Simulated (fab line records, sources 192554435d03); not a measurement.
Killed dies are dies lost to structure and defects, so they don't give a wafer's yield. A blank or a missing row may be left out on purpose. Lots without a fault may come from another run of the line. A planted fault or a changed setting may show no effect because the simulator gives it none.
Problem report in the 8D (eight disciplines) form, filled by code | flow n5_finfet | the parts of the form that need people (team, actions taken, sign-off) are left out

1. THE PROBLEM
raw_defect_count at N5_BEOL_M4_INSPECT_59 reads a mean of 1177 on 6 wafers of 2 lots; wafers without a fault read 76 with a standard deviation of 23. That is +48 standard deviations from the usual mean.
The step: inspects for defects (darkfield).
First seen on wafer L533.2, day 11 06:44, on defect_inspect-01. The record holds 27 wafers of 9 lots with a number at this step. Rule for "out", or "out of limits": more than 4 standard deviations from the usual mean. The other wafers with a number count as sound.

2. WHAT IT IS AND WHAT IT IS NOT
question                    | is                     | is not
which readings at this step | raw_defect_count       | -
which lots                  | L533, L535             | L523, L524, L525, L541, L542, L544, L545
which wafers of those lots  | all that have a number | -
read on which gauges        | defect_inspect-01      | defect_inspect-02
when                        | from day 11 06:44      | up to then (9 sound wafers); but 12 sound wafers of L541, L542, L544, L545 came after

3. SUSPECTS, AND WHAT RULES EACH OUT
Counting: a tool at a process step up to the reading stays a suspect if it ran every lot that is out and no sound lot after the first of them.
- the gauge at N5_BEOL_M4_INSPECT_59: ruled out. All the wafers that are out were read on defect_inspect-01, but those of them that N5_PASSIVATION_PROBE_49 has rows for are out there too, on other tools.
- pecvd-02 at N5_BEOL_M4_DEP_57 (deposits SiCN from 3MS/NH3, target thk 8 nm, time 14 s): kept. It ran every lot that is out, first L533 (day 11 06:38), and no sound lot after that; its last sound lot up to then is L525 (day 8 17:46).
Left after counting: pecvd-02 at N5_BEOL_M4_DEP_57.

4. THE CAUSE (what the simulator had put in)
Chamber particle source: pecvd-02, from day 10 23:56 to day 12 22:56, at N5_BEOL_M4_DEP_57. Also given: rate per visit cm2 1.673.
Counting left only this tool.

5. THE CHAIN OF EFFECTS, in route order
Each row: a reading whose mean over the struck wafers that have a number lies more than 3 standard deviations from the usual. Only readings for which the record gives a usual standard deviation are gone through. hours: the time from each lot's start at the first step in this table that gives one to its start at this step, as a median over the lots. sigmas: the change in usual standard deviations.
hours | step                    | reading              | usual  | on struck wafers | change | sigmas
0     | N5_BEOL_M4_INSPECT_59   | raw_defect_count     | 76     | 1177             | +1101  | +48
4     | N5_BEOL_M5_INSPECT_13   | raw_defect_count     | 407    | 1573             | +1166  | +12
103   | N5_PASSIVATION_PROBE_49 | defect_limited_yield | 91.2 % | 81.8             | -9.4   | -6.7
103   | N5_PASSIVATION_PROBE_49 | killed_at_M4_up      | 12     | 130              | +118   | +28
103   | N5_PASSIVATION_PROBE_49 | killed_dies          | 103    | 215              | +112   | +6.6
103   | N5_PASSIVATION_PROBE_49 | sort_bin_5_function  | 5.1 %  | 10.9             | +5.8   | +6.1
103   | N5_PASSIVATION_PROBE_49 | sort_n_pass          | 1077   | 965              | -112   | -6.6
103   | N5_PASSIVATION_PROBE_49 | sort_yield_pct       | 91.2 % | 81.8             | -9.4   | -6.7
The process steps in it:
- N5_PASSIVATION_PROBE_49
Later measuring or inspecting steps at which every struck wafer that the step has a row for has a number for every such reading, and none has moved that far: N5_BEOL_M4_RC_MEAS_101, N5_BEOL_M5_THK_MEAS_01.

6. WHAT WOULD HAVE CAUGHT IT SOONER
In this record the first reading out of limits at a measuring or inspecting step was taken at day 11 06:44, 7 hours after the fault began at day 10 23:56.
Of the tool readings at N5_BEOL_M4_DEP_57 for which the record gives a usual standard deviation, none was out on any struck wafer, so an alarm limit of 4 standard deviations on them would not have fired.
Of the lots that are out (2), L535 began N5_BEOL_M4_DEP_57 on pecvd-02 after day 11 06:44. A hold on the tool at that time would have spared it.
